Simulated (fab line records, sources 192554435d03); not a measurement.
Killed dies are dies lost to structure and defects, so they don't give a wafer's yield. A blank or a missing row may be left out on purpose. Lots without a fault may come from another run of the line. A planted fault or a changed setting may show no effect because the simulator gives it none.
A struck lot beside a sound one | flow n5_finfet | 38 steps out of a route of 1938
Sound: wafers L864.1, L864.4, L864.6. Struck: wafer L879.5. (L879.3, L879.4 of the same lot were not struck and are left out.) The cause comes at the end.
At each step with rows: each side's tool, then ch and its chambers, then its first start. Under that, the readings that differ: sound wafers | struck wafers | difference of the means | sigmas: that difference in standard deviations of wafers without a fault.
alike: readings whose means differ by less than 2 such deviations, and words and numbers that are the same on both sides. not compared: withheld readings, readings that some wafer has no value for, bounds like >300 that may hide the same value, and numbers for which the record gives no deviation and whose values overlap.
The two part at a step that has a row with sigmas, a row that says differs or no value, or rows on one side only. Numbers that don't overlap but have no deviation are shown without sigmas and don't part them. A reading that every wafer of one side lacks parts them only if that side has two wafers or more.

first, 9 steps without rows for these wafers: N5_BEOL_M4_ANNEAL_95 (time 240 s); N5_BEOL_M4_SPUTTER_96 (material Cu, target thk 4.5 nm, time 8.29 s); N5_BEOL_M4_ECD_50 (material Cu, target thk 300 nm); N5_BEOL_M4_ANNEAL_51 (time 90 s); N5_BEOL_M4_CMP_52 (polishes, stops on SiOC, t overpolish 6.8 s, target thk 40 nm); N5_BEOL_M4_PRE_CLEAN_60 (time 15 s); N5_BEOL_M4_CO_CAP_55 (material Co, precursor CCTBA/H2, target thk 2 nm, time 102.1 s); N5_BEOL_M4_PRE_CLEAN_56 (time 15 s); N5_BEOL_M4_DEP_57 (deposits SiCN from 3MS/NH3, target thk 8 nm, time 14 s).
N5_BEOL_M4_RC_MEAS_101:
  sound on prober-01 ch 0, day 7 21:38; struck on prober-01 ch 0, day 11 22:14
  reading        | sound          | struck | difference | sigmas
  IOFF_N (nA/um) | 0.14 0.25 0.22 | 0.13   | -0.07      | -2
  VT_N (mV)      | 251 247 244    | 257    | +10        | +3
  alike: DIBL_N, DIBL_P, IOFF_P, ION_N, ION_P, SS_N, SS_P, VT_P
then, 24 steps without rows for these wafers: N5_BEOL_M5_ILD_DEP_00 (deposits SiCOH lowk from DEMS/porogen, target thk 140.64 nm, time 25.9 s); N5_BEOL_M5_CURE_79 (cures SiCOH lowk, time 240 s); N5_BEOL_M5_PECVD_70 (deposits SiO2 from TEOS/O2, target thk 16 nm, time 18 s); N5_BEOL_M5_HM_DEP_02 (deposits TiN, target thk 20 nm); N5_BEOL_M5_COAT_59 (time 60 s, resist thk 60 nm); N5_BEOL_M5_COAT_60 (time 60 s, resist thk 12 nm); N5_BEOL_M5_COAT_71 (time 60 s, resist thk 5 nm); N5_BEOL_M5_COAT_05 (resist thk 30 nm); N5_BEOL_M5_EBR_07; N5_BEOL_M5_SOFTBAKE_06 (time 60 s); N5_BEOL_M5_EXPOSE_08 (exposes mask M5, target cd 28 nm); N5_BEOL_M5_PEB_09 (peb time 60 s); N5_BEOL_M5_DEVELOP_10 (develop time 30 s); N5_BEOL_M5_DESCUM_16 (chemistry O2, time 7 s); N5_BEOL_M5_ETCH_72 (etches underlayer in N2/H2, target depth 6.5 nm, time 5.2 s); N5_BEOL_M5_ETCH_61 (etches SiARC in CF4, target depth 15.6 nm, time 26 s); N5_BEOL_M5_ETCH_62 (etches SOC in N2/H2, target depth 75 nm, overetch 15 nm, time 112.5 s); N5_BEOL_M5_STRIP_63 (strips in N2/H2); N5_BEOL_M5_STRIP_73 (strips in N2/H2); N5_BEOL_M5_STRIP_64 (strips in CF4); N5_BEOL_M5_HM_OPEN_17 (chemistry Cl2/BCl3, target TiN, target depth 20 nm, overetch 6 nm); N5_BEOL_M5_STRIP_19 (strips in O2); N5_BEOL_M5_COAT_65 (time 60 s, resist thk 60 nm); N5_BEOL_M5_COAT_66 (time 60 s, resist thk 12 nm).
-- the record jumps here: 4 days lie between the struck wafers' starts before and after (it left off in module BEOL_M5 and takes up again in module BEOL_M14, whose first step shown is number 1767 of the route) --
N5_BEOL_M14_CMP_49: polishes, stops on SiO2, t overpolish 5.2 s, target thk 560 nm.
  sound on cmp-01 ch 0,1,2, day 11 09:34; struck on cmp-01 ch 2, day 15 11:11
  reading                      | sound             | struck | difference | sigmas
  barrier_field_endpoint_s (s) | 11.16 11.04 11.23 | 23.19  | +12.05     | +43
  overpolish_run_s (s)         | 5.224 5.207 5.203 | 2.799  | -2.412     | -99 or more
  time_to_endpoint_s (s)       | 119 118 120       | 158    | +39        | +9
  alike: motor_current_A
N5_BEOL_M14_THK_MEAS_50: measures by xrf.
  sound on film_metro-01, day 11 09:47; struck on film_metro-02, day 15 11:29
  reading      | sound       | struck | difference | sigmas
  M14_THK (nm) | 557 562 577 | 1042   | +477       | +40
N5_BEOL_M14_INSPECT_55: inspects for defects (darkfield).
  sound on defect_inspect-01, day 11 09:57; struck on defect_inspect-01, day 15 11:38
  reading          | sound    | struck | difference | sigmas
  raw_defect_count | 60 75 49 | 6377   | +6316      | +99 or more
N5_PASSIVATION_PROBE_49:
  sound on prober-01, day 12 09:29; struck on prober-01, day 16 09:55
  reading                  | sound          | struck | difference | sigmas
  defect_limited_yield (%) | 91.9 91.5 90.0 | 0      | -91        | -70
  killed_at_M4_up          | 12 11 23       | 1063   | +1048      | +99 or more
  killed_at_other          | 1 0 5          | 9      | +7         | +3
  killed_dies              | 95 100 118     | 1180   | +1076      | +67
  killed_on_rim            | 9 14 14        | 152    | +140       | +33
  sort_bin_5_function (%)  | 4.3 5.3 6.2    | 7.0    | +1.7       | +2
  sort_n_pass              | 1085 1080 1062 | 0      | -1076      | -67
  sort_yield_pct (%)       | 91.9 91.5 90.0 | 0      | -91        | -70
  alike: killed_at_M0_to_M3, killed_at_contacts, killed_at_front_end, killed_open, killed_short, sort_bin_6_memory

WHERE THEY PART
First at N5_BEOL_M4_RC_MEAS_101; last, within this record, at N5_PASSIVATION_PROBE_49.

WHY: what the simulator had put in
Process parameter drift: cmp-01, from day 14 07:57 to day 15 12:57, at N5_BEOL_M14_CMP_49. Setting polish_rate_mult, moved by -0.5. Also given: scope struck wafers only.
